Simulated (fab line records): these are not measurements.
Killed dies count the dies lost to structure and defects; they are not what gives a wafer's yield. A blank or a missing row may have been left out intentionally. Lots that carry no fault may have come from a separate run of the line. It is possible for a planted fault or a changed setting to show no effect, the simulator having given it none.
Matching of chambers / flow n5_finfet / N5_BEOL_M12_DEP_53 on pecvd-03 has 3 sister chambers
The step deposits SiCN from 3MS/NH3, target thk 30 nm, time 10.5 s. 16 wafers are shown with their chamber, then 8 later ones without.

== WAFERS WITH THEIR CHAMBER ==
wafer=L075.3; chamber=2; showerhead_plenum_p_Torr (Torr)=4.126; throttle_valve_pct (%)=17.6; chamber_pressure_Torr (Torr)=3.001
wafer=L075.5; chamber=2; showerhead_plenum_p_Torr (Torr)=4.135; throttle_valve_pct (%)=17.6; chamber_pressure_Torr (Torr)=3.003
wafer=L075.6; chamber=0; showerhead_plenum_p_Torr (Torr)=4.159; throttle_valve_pct (%)=17.7; chamber_pressure_Torr (Torr)=3.003
wafer=L081.2; chamber=2; showerhead_plenum_p_Torr (Torr)=4.128; throttle_valve_pct (%)=17.2; chamber_pressure_Torr (Torr)=3.003
wafer=L081.4; chamber=1; showerhead_plenum_p_Torr (Torr)=4.145; throttle_valve_pct (%)=17.1; chamber_pressure_Torr (Torr)=2.994
wafer=L081.5; chamber=2; showerhead_plenum_p_Torr (Torr)=4.127; throttle_valve_pct (%)=17.4; chamber_pressure_Torr (Torr)=2.999
wafer=L083.1; chamber=1; showerhead_plenum_p_Torr (Torr)=4.168; throttle_valve_pct (%)=17.4; chamber_pressure_Torr (Torr)=3.001
wafer=L083.3; chamber=0; showerhead_plenum_p_Torr (Torr)=4.148; throttle_valve_pct (%)=17.3; chamber_pressure_Torr (Torr)=2.998
wafer=L083.5; chamber=0; showerhead_plenum_p_Torr (Torr)=4.149; throttle_valve_pct (%)=17.5; chamber_pressure_Torr (Torr)=2.992
wafer=L084.1; chamber=2; showerhead_plenum_p_Torr (Torr)=4.135; throttle_valve_pct (%)=17.5; chamber_pressure_Torr (Torr)=3.017
wafer=L084.3; chamber=0; showerhead_plenum_p_Torr (Torr)=4.151; throttle_valve_pct (%)=17.8; chamber_pressure_Torr (Torr)=3.003
wafer=L084.5; chamber=2; showerhead_plenum_p_Torr (Torr)=4.136; throttle_valve_pct (%)=17.7; chamber_pressure_Torr (Torr)=3.009
wafer=L088.3; chamber=2; showerhead_plenum_p_Torr (Torr)=4.125; throttle_valve_pct (%)=17.6; chamber_pressure_Torr (Torr)=2.991
wafer=L088.4; chamber=0; showerhead_plenum_p_Torr (Torr)=4.165; throttle_valve_pct (%)=17.5; chamber_pressure_Torr (Torr)=2.996
wafer=L088.5; chamber=2; showerhead_plenum_p_Torr (Torr)=4.121; throttle_valve_pct (%)=17.5; chamber_pressure_Torr (Torr)=3.000
wafer=L089.1; chamber=0; showerhead_plenum_p_Torr (Torr)=4.162; throttle_valve_pct (%)=17.6; chamber_pressure_Torr (Torr)=2.997

SIGNATURES, as means of the wafers listed above
reading=showerhead_plenum_p_Torr; chamber 0=4.15567; chamber 1=4.15650; chamber 2=4.12913; scatter within a chamber=0.00756
reading=throttle_valve_pct; chamber 0=17.567; chamber 1=17.250; chamber 2=17.512; scatter within a chamber=0.168
reading=chamber_pressure_Torr; chamber 0=2.99817; chamber 1=2.99750; chamber 2=3.00287; scatter within a chamber=0.00633
Rule: distance of a wafer from a chamber = root of the sum over the readings of ((wafer's reading minus chamber's mean) / reading's scatter) squared. The wafer belongs to the nearest chamber; if the next one is less than 2 further off, it can't be placed. The scatter is the square root of a quotient: the sum, over the shown wafers, of each reading's squared deviation from its chamber's mean, divided by wafers minus chambers.

== WAFERS MISSING THEIR CHAMBER ==
wafer=L089.3; showerhead_plenum_p_Torr (Torr)=4.147; throttle_valve_pct (%)=17.5; chamber_pressure_Torr (Torr)=3.001
wafer=L089.4; showerhead_plenum_p_Torr (Torr)=4.152; throttle_valve_pct (%)=17.3; chamber_pressure_Torr (Torr)=3.004
wafer=L093.1; showerhead_plenum_p_Torr (Torr)=4.149; throttle_valve_pct (%)=17.6; chamber_pressure_Torr (Torr)=2.992
wafer=L093.2; showerhead_plenum_p_Torr (Torr)=4.145; throttle_valve_pct (%)=17.5; chamber_pressure_Torr (Torr)=3.009
wafer=L093.5; showerhead_plenum_p_Torr (Torr)=4.151; throttle_valve_pct (%)=17.6; chamber_pressure_Torr (Torr)=2.998
wafer=L094.2; showerhead_plenum_p_Torr (Torr)=4.160; throttle_valve_pct (%)=17.5; chamber_pressure_Torr (Torr)=3.015
wafer=L094.3; showerhead_plenum_p_Torr (Torr)=4.135; throttle_valve_pct (%)=17.4; chamber_pressure_Torr (Torr)=2.990
wafer=L094.5; showerhead_plenum_p_Torr (Torr)=4.120; throttle_valve_pct (%)=17.4; chamber_pressure_Torr (Torr)=2.989

== CHAMBER TAKEN BY EACH ==
wafer=L089.3; from the rows above=can't be placed: 0 or 1 or 2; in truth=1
wafer=L089.4; from the rows above=can't be placed: 1 or 0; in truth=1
wafer=L093.1; from the rows above=can't be placed: 0 or 1 or 2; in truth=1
wafer=L093.2; from the rows above=can't be placed: 0 or 2 or 1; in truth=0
wafer=L093.5; from the rows above=can't be placed: 0 or 1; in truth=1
wafer=L094.2; from the rows above=can't be placed: 0 or 1 or 2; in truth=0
wafer=L094.3; from the rows above=can't be placed: 2 or 0 or 1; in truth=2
wafer=L094.5; from the rows above=2; in truth=2
Correctly placed: 1 of 8. From these rows, 7 cannot be placed; in 7 the true chamber is one of the candidates. Number placed wrongly: 0.
